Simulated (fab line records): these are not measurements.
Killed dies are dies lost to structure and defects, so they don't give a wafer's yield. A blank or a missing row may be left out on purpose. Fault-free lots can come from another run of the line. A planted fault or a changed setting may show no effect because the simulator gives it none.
Split-lot trial || flow n5Finfet || 21 wafers read across 7 lots, on a route 1938 steps long

## ON THE SPLIT
At N5_BEOL_M10_EXPOSE_25 (exposes mask V9), the setting doseMj was moved away from the recipe's 85.5 on 6 of the 21 wafers read, by -7.2% to +2.7%. The other wafers ran this setting at the recipe's value.

## FROM THE SPLIT TO THE READING: what the file shows between them, 2 steps
- N5_BEOL_M10_PEB_26: peb time 60 s
- N5_BEOL_M10_DEVELOP_27: develop time 30 s

## THE READING
At N5_BEOL_M10_CD_MEAS_28: cdNm in nanometres, against a target cd of 70 nm. Fault-free wafers of this fab line usually give 70.2 nm, standard deviation 0.81 nm.

{"wafer": "L075.4", "tool, chamber at the split": "arfiScanner-02, 0", "doseMj as run": 82.44, "against the recipe": "-3.6%", "cdNm, nm": 68.6, "against lot-mates on the recipe": -2.4}
{"wafer": "L075.5", "tool, chamber at the split": "arfiScanner-02, 0", "doseMj as run": 85.5, "against the recipe": "recipe", "cdNm, nm": 71.0, "against lot-mates on the recipe": "-"}
{"wafer": "L075.6", "tool, chamber at the split": "arfiScanner-02, 0", "doseMj as run": 82.44, "against the recipe": "-3.6%", "cdNm, nm": 68.6, "against lot-mates on the recipe": -2.4}
{"wafer": "L080.2", "tool, chamber at the split": "arfiScanner-01, 0", "doseMj as run": 85.5, "against the recipe": "recipe", "cdNm, nm": 71.6, "against lot-mates on the recipe": "-"}
{"wafer": "L080.4", "tool, chamber at the split": "arfiScanner-01, 0", "doseMj as run": 85.5, "against the recipe": "recipe", "cdNm, nm": 71.1, "against lot-mates on the recipe": "-"}
{"wafer": "L080.6", "tool, chamber at the split": "arfiScanner-01, 0", "doseMj as run": 85.5, "against the recipe": "recipe", "cdNm, nm": 71.3, "against lot-mates on the recipe": "-"}
{"wafer": "L087.1", "tool, chamber at the split": "arfiScanner-03, 0", "doseMj as run": 85.5, "against the recipe": "recipe", "cdNm, nm": 70.3, "against lot-mates on the recipe": "-"}
{"wafer": "L087.2", "tool, chamber at the split": "arfiScanner-03, 0", "doseMj as run": 83.34, "against the recipe": "-2.5%", "cdNm, nm": 68.8, "against lot-mates on the recipe": -2.5}
{"wafer": "L087.5", "tool, chamber at the split": "arfiScanner-03, 0", "doseMj as run": 85.5, "against the recipe": "recipe", "cdNm, nm": 72.4, "against lot-mates on the recipe": "-"}
{"wafer": "L091.1", "tool, chamber at the split": "arfiScanner-01, 0", "doseMj as run": 85.5, "against the recipe": "recipe", "cdNm, nm": 69.9, "against lot-mates on the recipe": "-"}
{"wafer": "L091.3", "tool, chamber at the split": "arfiScanner-01, 0", "doseMj as run": 85.5, "against the recipe": "recipe", "cdNm, nm": 70.0, "against lot-mates on the recipe": "-"}
{"wafer": "L091.5", "tool, chamber at the split": "arfiScanner-01, 0", "doseMj as run": 87.79, "against the recipe": "+2.7%", "cdNm, nm": 71.4, "against lot-mates on the recipe": "+1.5"}
{"wafer": "L092.2", "tool, chamber at the split": "arfiScanner-03, 0", "doseMj as run": 85.5, "against the recipe": "recipe", "cdNm, nm": 69.9, "against lot-mates on the recipe": "-"}
{"wafer": "L092.3", "tool, chamber at the split": "arfiScanner-03, 0", "doseMj as run": 85.5, "against the recipe": "recipe", "cdNm, nm": 69.3, "against lot-mates on the recipe": "-"}
{"wafer": "L092.4", "tool, chamber at the split": "arfiScanner-03, 0", "doseMj as run": 81.11, "against the recipe": "-5.1%", "cdNm, nm": 66.8, "against lot-mates on the recipe": -2.8}
{"wafer": "L096.1", "tool, chamber at the split": "arfiScanner-02, 0", "doseMj as run": 85.5, "against the recipe": "recipe", "cdNm, nm": 70.7, "against lot-mates on the recipe": "-"}
{"wafer": "L096.2", "tool, chamber at the split": "arfiScanner-02, 0", "doseMj as run": 85.5, "against the recipe": "recipe", "cdNm, nm": 71.1, "against lot-mates on the recipe": "-"}
{"wafer": "L096.5", "tool, chamber at the split": "arfiScanner-02, 0", "doseMj as run": 79.35, "against the recipe": "-7.2%", "cdNm, nm": 63.8, "against lot-mates on the recipe": -7.1}
{"wafer": "L095.1", "tool, chamber at the split": "arfiScanner-01, 0", "doseMj as run": 85.5, "against the recipe": "recipe", "cdNm, nm": 68.9, "against lot-mates on the recipe": "-"}
{"wafer": "L095.4", "tool, chamber at the split": "arfiScanner-01, 0", "doseMj as run": 85.5, "against the recipe": "recipe", "cdNm, nm": 68.6, "against lot-mates on the recipe": "-"}
{"wafer": "L095.6", "tool, chamber at the split": "arfiScanner-01, 0", "doseMj as run": 85.5, "against the recipe": "recipe", "cdNm, nm": 68.8, "against lot-mates on the recipe": "-"}

THE FIT
A straight line over all 21 wafers: cdNm changes by +0.717 nm for each +1% of doseMj; r = +0.84; the points scatter about the line by 1.1 nm.
The same after taking each lot's own level away (the mean of its wafers on the recipe; 21 wafers): +0.788 nm for each +1%; r = +0.95; scatter 0.62 nm.
That fit puts the effect of the largest move of doseMj on the reading at 5.7 nm.
From 68.77 to 71.35 nm: that is the span of the lots' own levels, equal to 3.2 times the standard deviation above.
The two slopes are in agreement: the lot-to-lot level therefore moves the slope only a little.
Check: with one of the wafers moved furthest among these (-7.2%) left out of the fit, the line predicts -4.58 nm for it against its lot-mates. Against them it came out at -7.1 nm.

## THE OTHER SPLITS THESE WAFERS WENT THROUGH
Other splits were also applied to these wafers ahead of the reading. Each is held against what the fit with the lots' levels taken away leaves over:
{"other split on the same wafers": "N5_BEOL_M9_EXPOSE_08 doseMj", "wafers away from the commonest value": 7, "r with cdNm (lot level and that fit taken away)": "+0.03"}
{"other split on the same wafers": "N5_BEOL_M10_COAT_22 spinRpm", "wafers away from the commonest value": 5, "r with cdNm (lot level and that fit taken away)": "+0.14"}

## FILE'S OWN FIT
cdNm changes by +0.813 nm for each +1% of doseMj, r = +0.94.
